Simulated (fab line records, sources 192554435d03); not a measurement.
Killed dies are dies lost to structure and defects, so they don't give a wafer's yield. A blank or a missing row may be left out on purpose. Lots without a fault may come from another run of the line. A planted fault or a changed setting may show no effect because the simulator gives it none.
Split-lot experiment | flow n5_finfet | 7 lots, 39 wafers read, on a route of 1938 steps

THE SPLIT
At N5_DUMMY_GATE_EXPOSE_12 (exposes mask GATE, target cd 25 nm), the setting dose_mj was moved away from the recipe's 34 on 9 of the 39 wafers read, by +5.2% to +6.8%. The other wafers ran this setting at the recipe's value.

FROM THE SPLIT TO THE READING: what the file shows between them, 9 steps
- N5_DUMMY_GATE_PEB_13: peb time 60 s
- N5_DUMMY_GATE_DEVELOP_14: develop time 30 s
- N5_DUMMY_GATE_STRIP_38: strips in N2/H2
- N5_DUMMY_GATE_STRIP_39: strips in N2/H2
- N5_DUMMY_GATE_TRIM_49: chemistry O2, time 29 s, target cd 14 nm
- N5_DUMMY_GATE_STRIP_40: strips in CF4
- N5_DUMMY_GATE_ETCH_32: etches SiO2 in CF4, target depth 3.5 nm, time 3.9 s
- N5_DUMMY_GATE_ETCH_23: etches poly-Si in HBr/Cl2/O2, target depth 41 nm, time 22.3 s
- N5_DUMMY_GATE_ETCH_44: etches poly-Si in HBr/O2, stops on SiO2, target depth 127.5 nm

THE READING
cd_nm, in nm, at N5_DUMMY_GATE_CD_MEAS_24 (target cd 15 nm). Fault-free wafers of this fab line usually give 15.0 nm, standard deviation 0.31 nm.

wafer  | tool, chamber at the split | dose_mj as run | against the recipe | cd_nm, nm | against lot-mates on the recipe
L075.1 | euv_scanner-01, 0          | 36.3           | +6.8%              | 13.7      | -1.2
L075.2 | euv_scanner-01, 0          | 36.3           | +6.8%              | 14.0      | -0.9
L075.3 | euv_scanner-01, 0          | 34             | recipe             | 15.0      | -
L075.4 | euv_scanner-01, 0          | 34             | recipe             | 14.9      | -
L075.5 | euv_scanner-01, 0          | 34             | recipe             | 14.9      | -
L075.6 | euv_scanner-01, 0          | 36.3           | +6.8%              | 13.5      | -1.4
L076.1 | euv_scanner-01, 0          | 34             | recipe             | 14.9      | -
L076.2 | euv_scanner-01, 0          | 34             | recipe             | 15.4      | -
L076.3 | euv_scanner-01, 0          | 34             | recipe             | 15.1      | -
L076.4 | euv_scanner-01, 0          | 34             | recipe             | 14.7      | -
L076.5 | euv_scanner-01, 0          | 34             | recipe             | 14.8      | -
L076.6 | euv_scanner-01, 0          | 34             | recipe             | 15.0      | -
L078.2 | euv_scanner-01, 0          | 34             | recipe             | 15.5      | -
L078.3 | euv_scanner-01, 0          | 34             | recipe             | 15.6      | -
L078.4 | euv_scanner-01, 0          | 34             | recipe             | 15.2      | -
L082.1 | euv_scanner-01, 0          | 34             | recipe             | 14.9      | -
L082.2 | euv_scanner-01, 0          | 35.77          | +5.2%              | 14.1      | -1.0
L082.3 | euv_scanner-01, 0          | 35.77          | +5.2%              | 13.6      | -1.5
L082.4 | euv_scanner-01, 0          | 35.77          | +5.2%              | 14.2      | -0.9
L082.5 | euv_scanner-01, 0          | 34             | recipe             | 15.2      | -
L082.6 | euv_scanner-01, 0          | 34             | recipe             | 15.1      | -
L090.1 | euv_scanner-01, 0          | 35.77          | +5.2%              | 14.1      | -0.8
L090.2 | euv_scanner-01, 0          | 35.77          | +5.2%              | 13.8      | -1.1
L090.3 | euv_scanner-01, 0          | 34             | recipe             | 15.0      | -
L090.4 | euv_scanner-01, 0          | 34             | recipe             | 15.1      | -
L090.5 | euv_scanner-01, 0          | 34             | recipe             | 14.7      | -
L090.6 | euv_scanner-01, 0          | 35.77          | +5.2%              | 13.3      | -1.6
L094.1 | euv_scanner-02, 0          | 34             | recipe             | 15.1      | -
L094.2 | euv_scanner-02, 0          | 34             | recipe             | 14.9      | -
L094.3 | euv_scanner-02, 0          | 34             | recipe             | 14.4      | -
L094.4 | euv_scanner-02, 0          | 34             | recipe             | 14.9      | -
L094.5 | euv_scanner-02, 0          | 34             | recipe             | 14.6      | -
L094.6 | euv_scanner-02, 0          | 34             | recipe             | 14.8      | -
L095.1 | euv_scanner-02, 0          | 34             | recipe             | 14.6      | -
L095.2 | euv_scanner-02, 0          | 34             | recipe             | 15.2      | -
L095.3 | euv_scanner-02, 0          | 34             | recipe             | 15.0      | -
L095.4 | euv_scanner-02, 0          | 34             | recipe             | 15.0      | -
L095.5 | euv_scanner-02, 0          | 34             | recipe             | 15.2      | -
L095.6 | euv_scanner-02, 0          | 34             | recipe             | 15.0      | -

THE FIT
A straight line over all 39 wafers: cd_nm changes by -0.203 nm for each +1% of dose_mj; r = -0.88; the points scatter about the line by 0.27 nm.
The same after taking each lot's own level away (the mean of its wafers on the recipe; 39 wafers): -0.2 nm for each +1%; r = -0.91; scatter 0.23 nm.
On that fit, the largest move of dose_mj shifts the reading by 1.4 nm.
The lots' own levels span 14.78 to 15.43 nm, that is 2.1 times the standard deviation above.
So the lot-to-lot level changes the slope little: the two slopes agree.
Check: with one of the wafers moved furthest among these (+6.8%) left out of the fit, the line predicts -1.38 nm for it against its lot-mates. It came out at -1.23 nm against them.

THE WHOLE CHAIN: every reading that the file lists as answering this split, in the file's order
step                     | what it does                                                   | reading                                                           | change (the file's fit)               | r (the file's)
N5_DUMMY_GATE_TRIM_49    | chemistry O2, time 29 s, target cd 14 nm                       | DUMMY_GATE.cd_nm (the simulator's own value, which no gauge read) | -0.19 nm for each +1% of the setting  | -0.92
N5_DUMMY_GATE_ETCH_44    | etches poly-Si in HBr/O2, stops on SiO2, target depth 127.5 nm | DUMMY_GATE.cd_nm (the simulator's own value, which no gauge read) | -0.201 nm for each +1% of the setting | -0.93
N5_DUMMY_GATE_CD_MEAS_24 | target cd 15 nm                                                | cd_nm                                                             | -0.199 nm for each +1% of the setting | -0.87

THE FILE'S OWN FIT
cd_nm changes by -0.199 nm for each +1% of dose_mj, r = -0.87.
